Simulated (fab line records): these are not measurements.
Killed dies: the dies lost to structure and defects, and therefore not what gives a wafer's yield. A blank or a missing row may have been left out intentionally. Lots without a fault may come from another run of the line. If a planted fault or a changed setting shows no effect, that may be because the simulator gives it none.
Split-lot experiment | flow n5 finfet | on a route of 1938 steps: 7 lots, 21 wafers read

ON THE SPLIT
At N5_FIN_SAQP_EXPOSE_13 (exposes mask FIN CORE, target cd 35.6 nm), the setting dose mj was moved away from the recipe's 63.25 on 4 of the 21 wafers read, by -5.2% to +7.2%. This setting was run at the recipe's value on the other wafers.

FROM THE SPLIT TO THE READING: what the file shows between them, 2 steps
- N5_FIN_SAQP_PEB_14: peb time 60 s
- N5_FIN_SAQP_DEVELOP_15: develop time 30 s

THE READING
Shown in nm: cd nm at N5_FIN_SAQP_CD_MEAS_16, with target cd 35.6 nm. On this fab line, fault-free wafers typically give 35.5 nm with a standard deviation of 0.32 nm.

wafer  | tool, chamber at the split | dose mj as run | against the recipe | cd nm, nm | against lot-mates on the recipe
L078.2 | arfi scanner-01, 0         | 63.25          | recipe             | 35.0      | -
L078.4 | arfi scanner-01, 0         | 63.25          | recipe             | 35.8      | -
L078.5 | arfi scanner-01, 0         | 63.25          | recipe             | 34.9      | -
L087.2 | arfi scanner-01, 0         | 59.98          | -5.2%              | 37.0      | +1.2
L087.5 | arfi scanner-01, 0         | 59.98          | -5.2%              | 37.4      | +1.6
L087.6 | arfi scanner-01, 0         | 63.25          | recipe             | 35.8      | -
L088.1 | arfi scanner-01, 0         | 63.25          | recipe             | 35.2      | -
L088.2 | arfi scanner-01, 0         | 63.25          | recipe             | 35.1      | -
L088.6 | arfi scanner-01, 0         | 63.25          | recipe             | 35.5      | -
L090.2 | arfi scanner-01, 0         | 63.25          | recipe             | 35.3      | -
L090.3 | arfi scanner-01, 0         | 63.25          | recipe             | 35.2      | -
L090.5 | arfi scanner-01, 0         | 63.25          | recipe             | 36.1      | -
L095.2 | arfi scanner-03, 0         | 63.25          | recipe             | 35.4      | -
L095.3 | arfi scanner-03, 0         | 63.25          | recipe             | 35.8      | -
L095.5 | arfi scanner-03, 0         | 63.25          | recipe             | 35.5      | -
L096.1 | arfi scanner-02, 0         | 66.76          | +5.5%              | 33.7      | -1.8
L096.2 | arfi scanner-02, 0         | 63.25          | recipe             | 35.6      | -
L096.6 | arfi scanner-02, 0         | 63.25          | recipe             | 35.4      | -
L097.3 | arfi scanner-03, 0         | 63.25          | recipe             | 35.6      | -
L097.4 | arfi scanner-03, 0         | 67.81          | +7.2%              | 33.0      | -2.5
L097.5 | arfi scanner-03, 0         | 63.25          | recipe             | 35.3      | -

FIT RESULTS
A straight line over all 21 wafers: cd nm changes by -0.334 nm for each +1% of dose mj; r = -0.95; the points scatter about the line by 0.3 nm.
The same after taking each lot's own level away (the mean of its wafers on the recipe; 21 wafers): -0.309 nm for each +1%; r = -0.95; scatter 0.27 nm.
On that fit, the largest move of dose mj shifts the reading by 2.2 nm.
The lots' own levels span 35.23 to 35.80 nm, that is 1.8 times the standard deviation above.
The two slopes agree, so the slope changes little with the lot-to-lot level.
Check: for one of the wafers moved furthest among these (+7.2%), held out of the fit, the line's prediction against its lot-mates is -2.12 nm. Against them it came out at -2.45 nm.

THESE WAFERS: OTHER SPLITS
Other splits were also applied to these wafers ahead of the reading. Each is held against what the fit with the lots' levels taken away leaves over:
other split on the same wafers | wafers away from the commonest value | r with cd nm (lot level and that fit taken away)
N5_WELL_APT_COAT_02 spin rpm   | 4                                    | -0.03
N5_FIN_SAQP_HM_DEP_03 time s   | 9                                    | -0.15

THE FILE'S OWN FIT
cd nm changes by -0.313 nm for each +1% of dose mj, r = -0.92.
